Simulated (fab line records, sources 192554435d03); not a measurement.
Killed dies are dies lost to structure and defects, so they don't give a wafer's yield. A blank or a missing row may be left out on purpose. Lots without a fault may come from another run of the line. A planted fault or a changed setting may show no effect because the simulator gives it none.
Chamber matching | flow n5_finfet | N5_GATE_CUT_CMP_02 on cmp-01: 4 sister chambers
The step polishes, stops on SiO2, t overpolish 12.7 s, target thk 0 nm. 4 wafers are shown with their chamber, then 10 later ones without.

WAFERS WITH THEIR CHAMBER
wafer  | chamber | motor_current_A (A)
L085.4 | 1       | 7.8
L086.1 | 0       | 8.5
L092.1 | 3       | 9.5
L092.2 | 2       | 9.3

WAFERS WITHOUT THEIR CHAMBER
wafer  | motor_current_A (A)
L092.5 | 7.9
L095.1 | 7.9
L095.4 | 7.9
L095.6 | 7.5
L096.3 | 8.8
L096.5 | 9.2
L096.6 | 8.8
L097.1 | 9.1
L097.2 | 8.2
L097.5 | 8.7

WHICH CHAMBER EACH WENT THROUGH
wafer  | from the rows above          | in truth
L092.5 | 1                            | 1
L095.1 | 1                            | 1
L095.4 | 1                            | 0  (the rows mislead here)
L095.6 | 1                            | 1
L096.3 | can't be placed: 0 or 2 or 3 | 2
L096.5 | can't be placed: 2 or 3      | 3
L096.6 | can't be placed: 0 or 2 or 3 | 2
L097.1 | can't be placed: 2 or 3 or 0 | 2
L097.2 | can't be placed: 0 or 1      | 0
L097.5 | can't be placed: 0 or 2      | 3
Placed correctly: 3 of 10. Can't be placed from these rows: 6 (the true chamber is among the candidates in 5). Placed wrongly: 1.
How it was worked out, from the rows above alone: a wafer's distance from a chamber is the root of the sum, over the readings, of the square of ((its reading less the chamber's mean) divided by the reading's scatter). The wafer belongs to the nearest chamber; if the next one is less than 2 further off, it can't be placed. A chamber's mean is the mean of its shown wafers. The scatter: with one shown wafer a chamber, the root of the mean of the squares of how far each hidden wafer lies from its nearest shown one.
